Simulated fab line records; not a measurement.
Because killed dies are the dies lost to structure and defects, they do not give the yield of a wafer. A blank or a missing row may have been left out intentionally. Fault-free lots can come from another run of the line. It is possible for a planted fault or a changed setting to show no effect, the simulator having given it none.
Split-lot trial	flow n5_finfet	route with 1938 steps; 7 lots, 21 wafers read

ABOUT THE SPLIT
At N5_BEOL_M7_EXPOSE_08 (exposes mask M7), the setting dose_mj was moved away from the recipe's 68.25 on 6 of the 21 wafers read, by -3.2% to +2.9%. For the rest of the wafers, this setting stayed at what the recipe calls for.

FROM THE SPLIT TO THE READING: what the file shows between them, 14 steps
- N5_BEOL_M7_PEB_09: peb time 60 s
- N5_BEOL_M7_DEVELOP_10: develop time 30 s
- N5_BEOL_M7_CD_MEAS_11: target cd 38.5 nm
- N5_BEOL_M7_DESCUM_16: chemistry O2, time 7.9 s
- N5_BEOL_M7_ETCH_61: etches SiARC in CF4, target depth 45.5 nm, time 75.8 s
- N5_BEOL_M7_ETCH_62: etches SOC in N2/H2, target depth 110 nm, overetch 22 nm, time 165 s
- N5_BEOL_M7_STRIP_68: strips in N2/H2
- N5_BEOL_M7_HM_OPEN_17: chemistry Cl2/BCl3, target TiN, target depth 20 nm, overetch 6 nm
- N5_BEOL_M7_STRIP_19: strips in O2
- N5_BEOL_M7_CD_MEAS_18: pitch 80 nm, target cd 40 nm
- N5_BEOL_M7_COAT_63: time 60 s, resist thk 60 nm
- N5_BEOL_M7_COAT_64: time 60 s, resist thk 12 nm
- N5_BEOL_M7_PRECLEAN_42: cleans in residue remover, time 60 s
- N5_BEOL_M7_SRD_43: time 30 s

THE READING
cd_nm, in nm, at N5_BEOL_M7_CD_MEAS_35 (target cd 40 nm). Fault-free wafers of this fab line usually give 39.9 nm, standard deviation 0.43 nm.

wafer	tool, chamber at the split	dose_mj as run	against the recipe	cd_nm, nm	against lot-mates on the recipe
L074.3	arfi_scanner-01, 0	68.25	recipe	40.4	-
L074.4	arfi_scanner-01, 0	68.25	recipe	40.6	-
L074.5	arfi_scanner-01, 0	68.25	recipe	40.2	-
L075.1	arfi_scanner-01, 0	68.25	recipe	40.6	-
L075.2	arfi_scanner-01, 0	68.25	recipe	40.0	-
L075.3	arfi_scanner-01, 0	68.25	recipe	40.5	-
L082.2	arfi_scanner-03, 0	68.25	recipe	39.9	-
L082.4	arfi_scanner-03, 0	68.25	recipe	39.5	-
L082.6	arfi_scanner-03, 0	68.25	recipe	40.0	-
L089.1	arfi_scanner-02, 0	66.75	-2.2%	39.6	-0.4
L089.3	arfi_scanner-02, 0	68.25	recipe	40.0	-
L089.4	arfi_scanner-02, 0	66.75	-2.2%	38.7	-1.3
L094.2	arfi_scanner-02, 0	66.06	-3.2%	38.4	-1.4
L094.3	arfi_scanner-02, 0	66.06	-3.2%	38.1	-1.7
L094.4	arfi_scanner-02, 0	68.25	recipe	39.8	-
L093.3	arfi_scanner-02, 0	68.25	recipe	39.8	-
L093.4	arfi_scanner-02, 0	68.25	recipe	39.4	-
L093.6	arfi_scanner-02, 0	68.25	recipe	39.1	-
L096.2	arfi_scanner-03, 0	70.23	+2.9%	42.0	+2.4
L096.4	arfi_scanner-03, 0	68.25	recipe	39.6	-
L096.5	arfi_scanner-03, 0	70.23	+2.9%	42.0	+2.4

THE FIT
A straight line over all 21 wafers: cd_nm changes by +0.57 nm for each +1% of dose_mj; r = +0.89; the points scatter about the line by 0.45 nm.
The same after taking each lot's own level away (the mean of its wafers on the recipe; 21 wafers): +0.602 nm for each +1%; r = +0.94; scatter 0.35 nm.
According to that fit, moving dose_mj by its largest amount changes the reading by 1.9 nm.
Across the lots, their own levels run from 39.43 to 40.40 nm, a range of 2.2 times the standard deviation given above.
Hence the lot-to-lot level has little effect on the slope; both slopes agree.
Check: with one of the wafers moved furthest among these (-3.2%) left out of the fit, the line predicts -1.91 nm for it against its lot-mates. It came out at -1.4 nm against them.

THE OTHER SPLITS THESE WAFERS WENT THROUGH
Before the reading, these wafers also passed through other splits. Each is held against what the fit with the lots' levels taken away leaves over:
other split on the same wafers	wafers away from the commonest value	r with cd_nm (lot level and that fit taken away)
N5_BEOL_M5_COAT_71 spin_rpm	6	-0.31
N5_BEOL_M5_TRENCH_ETCH_37 source_w	8	+0.22
N5_BEOL_M6_COAT_59 spin_rpm	6	-0.07
N5_BEOL_M6_COAT_60 spin_rpm	8	+0.44
N5_BEOL_M7_COAT_05 spin_rpm	5	+0.51

THE WHOLE CHAIN: every reading that the file lists as answering this split, in the file's order
step	what it does	reading	change (the file's fit)	r (the file's)
N5_BEOL_M7_CD_MEAS_11	target cd 38.5 nm	cd_nm	+0.562 nm for each +1% of the setting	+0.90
N5_BEOL_M7_ETCH_61	etches SiARC in CF4, target depth 45.5 nm, time 75.8 s	BEOL_M7.cd_offset_nm (the simulator's own value, which no gauge read)	+0.479 nm for each +1% of the setting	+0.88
N5_BEOL_M7_CD_MEAS_18	pitch 80 nm, target cd 40 nm	cd_nm	+0.607 nm for each +1% of the setting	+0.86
N5_BEOL_M7_CD_MEAS_35	target cd 40 nm	cd_nm	+0.583 nm for each +1% of the setting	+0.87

FILE'S OWN FIT
cd_nm changes by +0.583 nm for each +1% of dose_mj, r = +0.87.
